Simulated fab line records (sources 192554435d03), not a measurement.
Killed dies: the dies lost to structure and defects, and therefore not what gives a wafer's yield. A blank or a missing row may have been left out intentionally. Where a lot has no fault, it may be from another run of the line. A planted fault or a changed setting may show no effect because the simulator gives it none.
Struck lot and sound lot, side by side    flow n5Finfet    18 steps out of a route of 1938
Sound: these wafers, L536.2, L536.4, L536.5. Struck: wafers L530.3, L530.5. (L530.6 of the same lot was not struck and is left out.) The cause comes at the end.
Order at every step that has rows: each side's tool, ch and its chambers, its first start. Under that, the readings that differ: sound wafers    struck wafers    difference of the means    sigmas: that difference in standard deviations of wafers without a fault.
alike: words and numbers the same on both sides, and readings whose means are apart by under 2 such deviations; not compared: readings that were withheld, readings missing a value for some wafer, numbers with overlapping values and no deviation given by the record, and bounds like >300 which may hide the same value.
Wherever a step has rows on one side only, a row that says differs or no value, or a row with sigmas, the two part there. Non-overlapping numbers with no deviation appear without sigmas and do not part them. Lack of a reading on every wafer of one side parts them only where that side has two or more wafers.

first, 6 steps without rows for these wafers: N5_BEOL_M6_COAT_22 (resist thk 30 nm); N5_BEOL_M6_EBR_24; N5_BEOL_M6_SOFTBAKE_23 (time 60 s); N5_BEOL_M6_EXPOSE_25 (exposes mask V5, target cd 40 nm); N5_BEOL_M6_PEB_26 (peb time 60 s); N5_BEOL_M6_DEVELOP_27 (develop time 30 s).
N5_BEOL_M6_CD_MEAS_28: the cd target is 40 nm.
  sound on cdSem-03 ch 0, day 15 12:23; struck on cdSem-01 ch 0, day 13 08:01
  alike: cdNm
N5_BEOL_M6_OVL_MEAS_29:
  sound on overlay-01 ch 0, day 15 12:25; struck on overlay-02 ch 0, day 13 08:03
  alike: V5_OVL
N5_BEOL_M6_INSPECT_30: inspects for defects (brightfield).
  sound on defectInspect-02, day 15 12:28; struck on defectInspect-01, day 13 08:06
  alike: rawDefectCount
N5_BEOL_M6_DESCUM_33: chemistry O2, time 7 s.
  sound on rieDiel-03 ch 1,2, day 15 12:30; struck on rieDiel-03 ch 1,2, day 13 08:29
reading              sound           struck     difference  sigmas
oesProductAu (a.u.)  0.98 0.73 0.98  0.75 0.68  -0.18       -2
  alike: drypumpMotorCurrentA, rfFwdPowerW, rfVppV, showerheadPlenumPTorr, throttleValvePct
  not compared: rfHoursCounterH
N5_BEOL_M6_ETCH_72: etches underlayer in N2/H2, target depth 6.5 nm, time 5.2 s.
  sound on rieDiel-03 ch 1,2, day 15 12:32; struck on rieDiel-03 ch 1,2, day 13 08:31
reading              sound           struck     difference  sigmas
oesProductAu (a.u.)  0.82 0.60 0.81  0.62 0.57  -0.15       -2
  alike: biasW, drypumpMotorCurrentA, etchRfOnTimeS, rfFwdPowerW, rfVppV, showerheadPlenumPTorr, throttleValvePct
  not compared: rfHoursCounterH
N5_BEOL_M6_ETCH_65: etches SiARC in CF4, target depth 15.6 nm, time 26 s.
  sound on rieDiel-03 ch 1,2, day 15 12:33; struck on rieDiel-03 ch 1,2, day 13 08:32
reading              sound           struck     difference  sigmas
oesProductAu (a.u.)  0.83 0.60 0.82  0.63 0.57  -0.15       -2
  alike: biasW, drypumpMotorCurrentA, etchRfOnTimeS, mfcArSccm, rfFwdPowerW, rfVppV, showerheadPlenumPTorr, throttleValvePct
  not compared: rfHoursCounterH
N5_BEOL_M6_ETCH_66: etches SOC in N2/H2, target depth 80 nm, overetch 16 nm, time 120 s.
  sound on rieDiel-03 ch 1,2, day 15 12:35; struck on rieDiel-03 ch 1,2, day 13 08:34
reading                                    sound           struck     difference  sigmas
oesProductAu (a.u.)                        0.74 0.55 0.75  0.57 0.54  -0.13       -2
model.SiARC_of_BEOL_M6_COAT_64.thkNm (nm)  6.4 6.4 6.6     4 4.4      -2          
model.BEOL_M6.cdNm (nm)                    40 39.8 39.8    40.8 41    +1.0        
  alike: biasW, drypumpMotorCurrentA, rfFwdPowerW, rfVppV, showerheadPlenumPTorr, throttleValvePct
  not compared: rfHoursCounterH
then, 2 steps without rows for these wafers: N5_BEOL_M6_STRIP_69 (strips in N2/H2); N5_BEOL_M6_STRIP_73 (strips in N2/H2).
N5_BEOL_M6_VIA_ETCH_34: etches SiCOH lowk in C4F6/O2, target depth 126.3 nm, time 50.9 s.
  sound on rieDiel-03 ch 1,2, day 15 12:41; struck on rieDiel-03 ch 1,2, day 13 08:40
reading                  sound           struck     difference  sigmas
oesProductAu (a.u.)      0.97 0.71 0.97  0.75 0.68  -0.17       -2
model.BEOL_M6.cdNm (nm)  40 39.6 39.8    40.6 40.8  +0.9        
  alike: biasW, drypumpMotorCurrentA, mfcArSccm, rfFwdPowerW, rfVppV, showerheadPlenumPTorr, throttleValvePct
  not compared: rfHoursCounterH
then, 2 steps without rows for these wafers: N5_BEOL_M6_STRIP_76 (strips in C4F6/O2); N5_PASSIVATION_PROBE_49.

== WHERE THEY PART ==
First at N5_BEOL_M6_DESCUM_33; last, within this record, at N5_BEOL_M6_VIA_ETCH_34.

WHY: what had been put in by the simulator
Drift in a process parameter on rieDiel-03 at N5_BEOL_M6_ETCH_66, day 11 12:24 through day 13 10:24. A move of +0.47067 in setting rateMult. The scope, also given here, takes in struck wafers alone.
